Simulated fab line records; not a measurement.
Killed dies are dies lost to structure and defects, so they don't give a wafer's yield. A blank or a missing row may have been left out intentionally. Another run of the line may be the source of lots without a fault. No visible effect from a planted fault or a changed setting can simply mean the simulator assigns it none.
Matching of chambers | flow n5_finfet | 4 sister chambers for N5_BEOL_M14_DESCUM_15 on rie_diel-06
The step chemistry O2, time 7.9 s. 16 wafers are shown with their chamber, then 8 later ones without.

EACH WAFER AND ITS CHAMBER
wafer  | chamber | oes_product_au (a.u.) | throttle_valve_pct (%) | showerhead_plenum_p_Torr (Torr)
L078.1 | 1       | 0.73                  | 20.63                  | 1.99
L078.5 | 0       | 0.87                  | 20.40                  | 2.04
L078.6 | 1       | 0.73                  | 20.64                  | 1.99
L080.1 | 3       | 0.90                  | 20.65                  | 2.04
L080.5 | 3       | 0.90                  | 20.66                  | 2.04
L080.6 | 2       | 0.75                  | 20.32                  | 2.09
L083.4 | 0       | 0.86                  | 20.41                  | 2.04
L083.5 | 1       | 0.72                  | 20.65                  | 1.99
L083.6 | 0       | 0.86                  | 20.43                  | 2.04
L082.2 | 3       | 0.90                  | 20.68                  | 2.04
L082.4 | 2       | 0.75                  | 20.33                  | 2.08
L082.5 | 0       | 0.86                  | 20.43                  | 2.04
L084.1 | 2       | 0.74                  | 20.34                  | 2.08
L084.2 | 1       | 0.71                  | 20.67                  | 1.98
L084.4 | 0       | 0.84                  | 20.41                  | 2.03
L089.1 | 1       | 0.71                  | 20.67                  | 1.98

SIGNATURES, as means of the wafers listed above
reading                  | chamber 0 | chamber 1 | chamber 2 | chamber 3 | scatter within a chamber
oes_product_au           | 0.8580    | 0.7200    | 0.7467    | 0.9000    | 0.00888
throttle_valve_pct       | 20.4160   | 20.6520   | 20.3300   | 20.6633   | 0.0149
showerhead_plenum_p_Torr | 2.0380    | 1.9860    | 2.0833    | 2.0400    | 0.00471
Rule: for each reading, subtract the chamber's mean from the wafer's reading, divide by that reading's scatter and square the result; add these up over the readings and take the root, which gives the wafer's distance from the chamber. The wafer belongs to the nearest chamber; if the next one is less than 2 further off, it can't be placed. The scatter: the root of (the sum of the squares of (reading less its chamber's mean) over the shown wafers, divided by (wafers less chambers)).

WAFERS WITHOUT THEIR CHAMBER
wafer  | oes_product_au (a.u.) | throttle_valve_pct (%) | showerhead_plenum_p_Torr (Torr)
L089.3 | 0.74                  | 20.34                  | 2.08
L089.4 | 0.89                  | 20.67                  | 2.04
L093.1 | 0.87                  | 20.68                  | 2.04
L093.4 | 0.84                  | 20.45                  | 2.03
L093.5 | 0.88                  | 20.69                  | 2.04
L091.2 | 0.88                  | 20.68                  | 2.04
L091.4 | 0.83                  | 20.45                  | 2.03
L091.5 | 0.84                  | 20.42                  | 2.03

WHICH CHAMBER EACH WENT THROUGH
wafer  | from the rows above | in truth
L089.3 | 2                   | 2
L089.4 | 3                   | 3
L093.1 | 3                   | 3
L093.4 | 0                   | 0
L093.5 | 3                   | 3
L091.2 | 3                   | 3
L091.4 | 0                   | 0
L091.5 | 0                   | 0
Correctly placed: 8 of 8. Left unplaced by these rows: 0. Number placed wrongly: 0.
